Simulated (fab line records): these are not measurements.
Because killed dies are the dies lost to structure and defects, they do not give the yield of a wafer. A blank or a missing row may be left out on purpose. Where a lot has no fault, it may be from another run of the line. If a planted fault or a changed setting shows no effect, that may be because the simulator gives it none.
Chamber matching / flow n5 finfet / N5_BEOL_M9_ILD_DEP_00 on pecvd-02: 3 sister chambers
The step deposits SiCOH lowk from DEMS/porogen, target thk 308.51 nm, time 58 s. 14 wafers are shown with their chamber, then 7 later ones without.

== WAFERS WITH THEIR CHAMBER ==
wafer=L080.1; chamber=1; throttle valve pct (%)=14.8; heater power w (W)=320; rf fwd power W (W)=497.3
wafer=L080.3; chamber=0; throttle valve pct (%)=14.7; heater power w (W)=253; rf fwd power W (W)=498.1
wafer=L080.6; chamber=1; throttle valve pct (%)=14.9; heater power w (W)=327; rf fwd power W (W)=495.2
wafer=L078.1; chamber=0; throttle valve pct (%)=14.7; heater power w (W)=246; rf fwd power W (W)=498.1
wafer=L078.3; chamber=2; throttle valve pct (%)=12.8; heater power w (W)=310; rf fwd power W (W)=496.8
wafer=L078.6; chamber=0; throttle valve pct (%)=14.7; heater power w (W)=252; rf fwd power W (W)=496.0
wafer=L081.1; chamber=0; throttle valve pct (%)=14.8; heater power w (W)=219; rf fwd power W (W)=498.5
wafer=L081.4; chamber=0; throttle valve pct (%)=14.9; heater power w (W)=228; rf fwd power W (W)=497.3
wafer=L081.6; chamber=2; throttle valve pct (%)=12.4; heater power w (W)=309; rf fwd power W (W)=497.0
wafer=L087.2; chamber=2; throttle valve pct (%)=12.6; heater power w (W)=303; rf fwd power W (W)=499.2
wafer=L087.5; chamber=1; throttle valve pct (%)=14.7; heater power w (W)=338; rf fwd power W (W)=494.6
wafer=L087.6; chamber=2; throttle valve pct (%)=12.6; heater power w (W)=234; rf fwd power W (W)=500.3
wafer=L091.4; chamber=0; throttle valve pct (%)=15.0; heater power w (W)=245; rf fwd power W (W)=495.7
wafer=L091.5; chamber=1; throttle valve pct (%)=14.6; heater power w (W)=275; rf fwd power W (W)=494.4

SIGNATURES, as means of the wafers listed above
reading=throttle valve pct; chamber 0=14.800; chamber 1=14.750; chamber 2=12.600; scatter within a chamber=0.138
reading=heater power w; chamber 0=240.50; chamber 1=315.00; chamber 2=289.00; scatter within a chamber=25.8
reading=rf fwd power W; chamber 0=497.283; chamber 1=495.375; chamber 2=498.325; scatter within a chamber=1.38
Rule: for each reading, subtract the chamber's mean from the wafer's reading, divide by that reading's scatter and square the result; add these up over the readings and take the root, which gives the wafer's distance from the chamber. The wafer belongs to the nearest chamber; if the next one is less than 2 further off, it can't be placed. The scatter: the root of (the sum of the squares of (reading less its chamber's mean) over the shown wafers, divided by (wafers less chambers)).

== WAFERS WITHOUT THEIR CHAMBER ==
wafer=L091.6; throttle valve pct (%)=12.4; heater power w (W)=237; rf fwd power W (W)=493.8
wafer=L092.1; throttle valve pct (%)=15.0; heater power w (W)=214; rf fwd power W (W)=496.8
wafer=L092.4; throttle valve pct (%)=15.1; heater power w (W)=345; rf fwd power W (W)=496.7
wafer=L092.6; throttle valve pct (%)=14.8; heater power w (W)=229; rf fwd power W (W)=497.8
wafer=L097.1; throttle valve pct (%)=14.7; heater power w (W)=334; rf fwd power W (W)=492.5
wafer=L097.4; throttle valve pct (%)=14.9; heater power w (W)=227; rf fwd power W (W)=495.7
wafer=L097.5; throttle valve pct (%)=13.0; heater power w (W)=293; rf fwd power W (W)=496.1

== CHAMBER TAKEN BY EACH ==
wafer=L091.6; from the rows above=2; in truth=2
wafer=L092.1; from the rows above=0; in truth=0
wafer=L092.4; from the rows above=can't be placed: 1 or 0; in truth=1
wafer=L092.6; from the rows above=0; in truth=0
wafer=L097.1; from the rows above=1; in truth=1
wafer=L097.4; from the rows above=0; in truth=0
wafer=L097.5; from the rows above=2; in truth=2
Placed correctly: 6 of 7. Cannot be placed on the basis of these rows: 1; the candidates contain the true chamber in 1. Wrongly placed: 0.
